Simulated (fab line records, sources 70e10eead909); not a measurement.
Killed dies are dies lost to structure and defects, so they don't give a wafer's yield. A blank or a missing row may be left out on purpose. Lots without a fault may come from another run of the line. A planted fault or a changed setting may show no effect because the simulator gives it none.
fab line records | flow nand_harc | part 2 of 2: steps 17 to 26 of 26
record lots=5 wafers=15 last_day=23
route steps=1159 shown A_STAIRCASE@579
lots that met no fault: from a run of the same line without faults
start_h: hours from the record's first day to the start of the lot's first wafer shown | wait_h: hours since the lot's step before | " the same as in the row above | L1.1+2: a row that stands for several wafers | - no value, or no start given | * or withheld: withheld | < > ~ a bound
route shown NAME@n: a module of which the file shows steps, and the number in the route of the first | usual: mean/standard deviation of fault-free wafers | same: alike in all rows | chamber/n: place in a boat | sites: the reading at each site | _std_site: their standard deviation | _edge_site: outer sites' mean less inner sites' | radius_mm: how far each site lies from the wafer's centre | mask NAME#n: copy n | behind: the tool/chamber that last shaped the wafer | hold: why the lot was held/for how many hours/how that ended | device: the transistor (n, p or np) that didn't switch | end of line: the same wafers' tests at the end of the route | a step without rows: its recipe alone | killed: dies lost to structure and defects at the first sort, not the wafer's yield | map: a wafer's dies, x killed, . not, _ none there
set.NAME: the setting as run; set.NAME@STEP: as run at that earlier step | model.NAME: the simulator's own value behind a step, which no gauge read
lots at some steps of the route; a table a step, a row a wafer
services: from which hour (start_h, from the record's first day; less than 0 if before it) a tool's chamber was out of use, for how many hours, and why
## steps
# step NHARC_A_STAIRCASE_TRIM_202
# recipe time_s=211.2 o2_flow_sccm=500 ar_flow_sccm=0 bias_w=0 chemistry=O2
# usual drypump_motor_current_A=5.8/0.47 oes_product_au=0.999/0.014 rf_vpp_V=57.8/0.88 showerhead_plenum_p_Torr=3.51/0.16 throttle_valve_pct=17.037/0.0084
# columns lot.wafer tool chamber start_h wait_h drypump_motor_current_A oes_product_au rf_hours_counter_h rf_vpp_V showerhead_plenum_p_Torr throttle_valve_pct
L076.3 rie_diel-11 1 - - 5.2 0.980 28 58.5 3.33 17.050
L076.4 " 3 " " 5.9 1.003 27 58.4 3.49 17.034
L076.6 " 0 " " 6.1 0.994 - 57.1 3.57 17.050
L078.2 rie_diel-10 3 - - 6.0 0.984 39 57.7 3.62 17.057
L078.4 " 0 " " 6.3 0.988 6 58.4 3.73 17.040
L078.6 " 3 " " 6.0 0.987 - 58.0 3.62 17.043
L080.2 rie_diel-11 2 - - 6.5 0.994 6 56.9 3.58 17.043
L080.1 " 3 " " 5.9 1.005 31 58.2 3.49 17.049
L080.6 " 1 " " 5.2 0.981 - 58.5 3.33 17.051
L083.4 rie_diel-11 2 - - 6.5 0.986 13 57.6 3.57 17.032
L083.5 " 0 " " 6.1 0.999 - 57.1 3.56 17.046
L083.6 " 1 " " 5.2 0.975 - 58.3 3.32 17.024
L093.2 rie_diel-11 1 - - 5.2 0.971 64 56.8 3.31 17.049
L093.4 " 2 " " 6.5 0.989 39 56.6 3.56 17.029
L093.1 " 0 " " 6.1 0.986 62 59.1 3.55 17.039
# step NHARC_A_STAIRCASE_ETCH_203
# recipe target_depth_a=1000 time_s=40.5 ion_energy_ev=400 c4f8_flow_sccm=20 o2_flow_sccm=10 ar_flow_sccm=withheld rf_w=600 bias_w=1000 chemistry=C4F8/O2
# usual oes_product_au=0.940/0.015 rf_vpp_V=895/5.8
# columns lot.wafer tool chamber start_h wait_h oes_product_au rf_hours_counter_h rf_vpp_V
L076.4 rie_diel-11 1 - - 0.918 29 889
L076.3 " 0 " " 0.938 28 896
L076.6 " 2 " " 0.957 - 898
L078.2 rie_diel-10 3 - - 0.939 39 899
L078.4 " 1 " " 0.946 39 887
L078.6 " 3 " " 0.933 - 899
L080.1 rie_diel-11 2 - - 0.939 7 897
L080.2 " 0 " " 0.935 32 898
L080.6 " 2 " " 0.942 - 897
L083.4 rie_diel-11 2 - - 0.942 13 897
L083.5 " 3 " " 0.945 - 894
L083.6 " 0 " " 0.929 - 897
L093.2 rie_diel-11 1 - - 0.934 64 888
L093.4 " 2 " " 0.931 39 898
L093.1 " 0 " " 0.943 62 896
# step NHARC_A_STAIRCASE_STRIP_205
# recipe power_w=1500 temp_c=250 chemistry=O2
# usual drypump_motor_current_A=5.7/0.33 heater_power_w=324/25 rf_refl_power_W=21/4
# columns lot.wafer tool chamber start_h wait_h drypump_motor_current_A heater_power_w rf_hours_counter_h rf_refl_power_W
L076.4 plasma_asher-02 0 260.21 0.2 5.3 348 - 21
L076.3 " 1 " " 6.1 318 - 26
L076.6 " 0 " " 5.3 346 - 21
L078.2 plasma_asher-02 0 264.92 0.2 5.3 341 23 20
L078.4 " 0 " " 5.3 341 - 20
L078.6 " 1 " " 6.1 314 - 27
L080.2 plasma_asher-02 1 275.42 0.1 6.1 298 27 27
L080.1 " 0 " " 5.3 338 27 21
L080.6 " 1 " " 6.1 319 - 25
L083.4 plasma_asher-01 1 288.26 0.2 5.7 358 - 19
L083.5 " 1 " " 5.7 357 - 18
L083.6 " 0 " " 5.5 280 - 17
L093.2 plasma_asher-01 0 353.20 0.1 5.5 285 21 15
L093.1 " 1 " " 5.7 352 21 18
L093.4 " 1 " " 5.7 355 - 18
# step NHARC_A_STAIRCASE_STRIP_206
# recipe time_s=900 temp_c=130 chemistry=SPM
# columns lot.wafer tool chamber start_h wait_h
L076.6+3+4 wet_bench-01 6,7,2 260.47 0.1
L078.6+4+2 wet_bench-03 1,3,6 265.27 0.1
L080.1+6+2 wet_bench-04 1,3,5 275.77 0.3
L083.6+5+4 wet_bench-04 6,0,3 288.51 0.1
L093.2+1+4 wet_bench-01 6,7,1 353.56 0.3
# step NHARC_A_STAIRCASE_PRECLEAN_207
# recipe time_s=* temp_c=50 bath_age_min=0 chemistry=SC1
# columns lot.wafer tool chamber start_h wait_h
L076.6+3+4 wet_bench-01 6,7,2 - -
L078.6+4+2 wet_bench-03 1,3,6 - -
L080.1+6+2 wet_bench-04 1,3,5 - -
L083.6+5+4 wet_bench-04 6,0,3 - -
L093.2+1+4 wet_bench-01 6,7,1 - -
# step NHARC_A_STAIRCASE_SRD_208
# columns lot.wafer tool chamber start_h wait_h
L076.6+3+4 wet_bench-01 6,7,2 - -
L078.6+4+2 wet_bench-03 1,3,6 - -
L080.1+6+2 wet_bench-04 1,3,5 - -
L083.6+5+4 wet_bench-04 6,0,3 - -
L093.2+1+4 wet_bench-01 6,7,1 - -
# step NHARC_A_STAIRCASE_DEHYDRATE_209
# recipe temp_c=150 time_s=120
# usual chill_plate_temp_C=23.02/0.11 plate_temp_C=150.00/0.15
# columns lot.wafer tool chamber start_h wait_h chill_plate_temp_C plate_temp_C
L076.3 litho_track-05 0 260.92 - 22.81 150.31
L076.4 " 0 " " 22.86 150.14
L076.6 " 0 " " 22.86 150.27
L078.2 litho_track-07 0 265.72 - 22.88 150.19
L078.4 " 0 " " 23.00 150.35
L078.6 " 0 " " 23.02 149.99
L080.1 litho_track-07 0 276.23 - 22.90 150.01
L080.2 " 0 " " 22.93 150.05
L080.6 " 0 " " 23.06 149.92
L083.4 litho_track-05 0 288.97 - 23.01 150.04
L083.5 " 0 " " 22.86 149.98
L083.6 " 0 " " 23.10 150.10
L093.1 litho_track-07 0 354.01 - 23.14 149.96
L093.2 " 0 " " 22.99 150.14
L093.4 " 0 " " 23.03 149.87
# step NHARC_A_STAIRCASE_HMDS_210
# recipe time_s=30
# usual chill_plate_temp_C=22.98/0.11
# columns lot.wafer tool chamber start_h wait_h chill_plate_temp_C
L076.3 litho_track-05 0 - - 23.17
L076.4 " 0 " " 23.10
L076.6 " 0 " " 23.07
L078.2 litho_track-07 0 - - 23.05
L078.4 " 0 " " 23.05
L078.6 " 0 " " 23.13
L080.1 litho_track-07 0 - - 23.02
L080.2 " 0 " " 23.01
L080.6 " 0 " " 22.81
L083.4 litho_track-05 0 - - 22.99
L083.5 " 0 " " 23.10
L083.6 " 0 " " 23.03
L093.1 litho_track-07 0 - - 22.91
L093.2 " 0 " " 23.02
L093.4 " 0 " " 22.83
# step NHARC_A_STAIRCASE_COAT_211
# recipe spin_rpm=1200
# usual chill_plate_temp_C=23.01/0.12
# columns lot.wafer tool chamber start_h wait_h chill_plate_temp_C
L076.3 litho_track-05 0 - - 23.04
L076.4 " 0 " " 23.05
L076.6 " 0 " " 23.05
L078.2 litho_track-07 0 - - 22.65
L078.4 " 0 " " 23.06
L078.6 " 0 " " 22.78
L080.1 litho_track-07 0 - - 23.23
L080.2 " 0 " " 23.03
L080.6 " 0 " " 23.17
L083.4 litho_track-05 0 - - 22.88
L083.5 " 0 " " 22.79
L083.6 " 0 " " 22.84
L093.1 litho_track-07 0 - - 22.98
L093.2 " 0 " " 22.96
L093.4 " 0 " " 22.95
# step NHARC_A_STAIRCASE_SOFTBAKE_212
# recipe temp_c=135 time_s=170
# usual chill_plate_temp_C=23.02/0.11 plate_temp_C=135.01/0.15
# columns lot.wafer tool chamber start_h wait_h chill_plate_temp_C plate_temp_C
L076.3 litho_track-05 0 - - 23.01 135.07
L076.4 " 0 " " 22.97 135.02
L076.6 " 0 " " 22.91 135.04
L078.2 litho_track-07 0 - - 22.88 135.17
L078.4 " 0 " " 23.02 135.32
L078.6 " 0 " " 22.93 135.21
L080.1 litho_track-07 0 - - 22.94 135.15
L080.2 " 0 " " 22.88 134.85
L080.6 " 0 " " 23.15 135.12
L083.4 litho_track-05 0 - - 22.99 134.92
L083.5 " 0 " " 23.12 135.02
L083.6 " 0 " " 22.88 134.92
L093.1 litho_track-07 0 - - 22.93 135.08
L093.2 " 0 " " 23.09 135.25
L093.4 " 0 " " 23.15 135.11
## services
# columns tool chamber start_h hours kind
litho_track-05 - 237.00 7.0 pm
rie_diel-10 0 237.56 - clean
rie_diel-10 1 237.56 - clean
rie_diel-10 2 237.56 - clean
rie_diel-10 3 237.56 - clean
rie_diel-11 - 237.80 0.4 repair
wet_bench-03 - 256.91 5.2 repair
rie_diel-10 0 262.06 - clean
rie_diel-10 1 262.06 - clean
rie_diel-10 2 262.06 - clean
rie_diel-10 3 262.06 - clean
rie_diel-13 - 276.00 9.0 pm
plasma_asher-01 - 276.27 9.0 pm
rie_diel-10 0 286.58 - clean
rie_diel-10 1 286.58 - clean
rie_diel-10 2 286.58 - clean
rie_diel-10 3 286.58 - clean
wet_bench-04 - 300.45 75.5 repair
rie_diel-10 0 311.08 - clean
wet_bench-03 - 322.41 8.0 pm
plasma_asher-02 - 342.55 0.5 repair
rie_diel-10 2 344.04 9.2 repair
wet_bench-01 - 349.12 1.9 repair
rie_diel-10 - 353.50 9.0 pm
